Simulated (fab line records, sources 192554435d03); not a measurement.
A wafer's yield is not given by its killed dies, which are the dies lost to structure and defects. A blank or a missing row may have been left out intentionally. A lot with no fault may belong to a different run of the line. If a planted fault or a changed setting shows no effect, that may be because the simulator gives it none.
Lot-split experiment ; flow n5-finfet ; 39 wafers read from 7 lots, route of 1938 steps

## THE SPLIT ITSELF
At N5_DUMMY_GATE_ETCH_32 (etches SiO2 in CF4, target depth 3.5 nm, time 3.9 s), the setting time-s was moved away from the recipe's 3.9 s on 15 of the 39 wafers read, by -13.8% to +20.2%. All remaining wafers had this setting at the recipe value.

The reading is taken at the split's own step.

## THE READING
etch.depth-nm (the simulator's own value, which no gauge read), in nm, at N5_DUMMY_GATE_ETCH_32 (etches SiO2 in CF4, target depth 3.5 nm, time 3.9 s). The file does not state a usual value for it. Here, 24 wafers ran the recipe; their average is 3.481 nm with a standard deviation of 0.039 nm.

wafer;tool, chamber at the split;time-s as run, s;against the recipe;etch.depth-nm, nm;against lot-mates on the recipe
L074.1;rie-si-04, 0;4.427;+13.5%;3.975;+0.491
L074.2;rie-si-04, 1;4.427;+13.5%;3.919;+0.435
L074.3;rie-si-04, 3;3.9;recipe;3.441;-
L074.4;rie-si-04, 2;3.9;recipe;3.516;-
L074.5;rie-si-04, 1;4.427;+13.5%;3.887;+0.403
L074.6;rie-si-04, 2;3.9;recipe;3.496;-
L080.1;rie-si-06, 0;3.9;recipe;3.531;-
L080.2;rie-si-06, 1;3.9;recipe;3.42;-
L080.3;rie-si-06, 2;3.9;recipe;3.502;-
L080.4;rie-si-06, 3;3.9;recipe;3.442;-
L080.5;rie-si-06, 3;3.9;recipe;3.412;-
L080.6;rie-si-06, 0;3.9;recipe;3.53;-
L081.1;rie-si-04, 0;3.9;recipe;3.503;-
L081.2;rie-si-04, 3;3.9;recipe;3.467;-
L081.3;rie-si-04, 1;3.9;recipe;3.466;-
L081.4;rie-si-04, 3;4.204;+7.8%;3.763;+0.284
L081.5;rie-si-04, 1;4.204;+7.8%;3.737;+0.258
L081.6;rie-si-04, 0;4.204;+7.8%;3.791;+0.312
L085.1;rie-si-06, 3;3.9;recipe;3.468;-
L085.2;rie-si-06, 1;4.225;+8.3%;3.735;+0.209
L085.3;rie-si-06, 2;3.9;recipe;3.539;-
L085.4;rie-si-06, 0;3.9;recipe;3.57;-
L085.5;rie-si-06, 1;4.225;+8.3%;3.754;+0.228
L085.6;rie-si-06, 2;4.225;+8.3%;3.816;+0.290
L086.1;rie-si-06, 0;3.361;-13.8%;3.02;-0.430
L086.2;rie-si-06, 3;3.9;recipe;3.437;-
L086.3;rie-si-06, 1;3.9;recipe;3.444;-
L086.4;rie-si-06, 2;3.9;recipe;3.47;-
L086.5;rie-si-06, 1;3.361;-13.8%;2.956;-0.494
L086.6;rie-si-06, 2;3.361;-13.8%;2.994;-0.456
L088.2;rie-si-04, 2;3.9;recipe;3.485;-
L088.3;rie-si-04, 1;3.9;recipe;3.445;-
L088.6;rie-si-04, 0;3.9;recipe;3.475;-
L089.1;rie-si-04, 0;3.9;recipe;3.475;-
L089.2;rie-si-04, 2;3.9;recipe;3.521;-
L089.3;rie-si-04, 1;4.688;+20.2%;4.111;+0.619
L089.4;rie-si-04, 3;3.9;recipe;3.481;-
L089.5;rie-si-04, 0;4.688;+20.2%;4.219;+0.727
L089.6;rie-si-04, 1;4.688;+20.2%;4.08;+0.588

THE FIT
A straight line over all 39 wafers: etch.depth-nm changes by +0.0337 nm for each +1% of time-s; r = +0.99; the points scatter about the line by 0.042 nm.
The same after taking each lot's own level away (the mean of its wafers on the recipe; 39 wafers): +0.0325 nm for each +1%; r = +0.99; scatter 0.039 nm.
According to that fit, moving time-s by its largest amount changes the reading by 0.66 nm.
From 3.4503 to 3.5257 nm: that is the span of the lots' own levels, equal to 1.9 times the standard deviation above.
So the lot-to-lot level changes the slope little: the two slopes agree.
Check: +0.662 nm against its lot-mates is what the line predicts for one of the wafers moved furthest among these (+20.2%) when that wafer is left out of the fit. It came out at +0.619 nm against them.

## THESE WAFERS: OTHER SPLITS
Other splits were also applied to these wafers ahead of the reading. Each is held against what the fit with the lots' levels taken away leaves over:
other split on the same wafers;wafers away from the commonest value;r with etch.depth-nm (lot level and that fit taken away)
N5_FIN_CUT_ETCH_21 bias-w;12;+0.00
N5_DUMMY_GATE_ETCH_37 source-w;12;-0.27

## THE FILE'S OWN FIT
etch.depth-nm changes by +0.0324 nm for each +1% of time-s, r = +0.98.
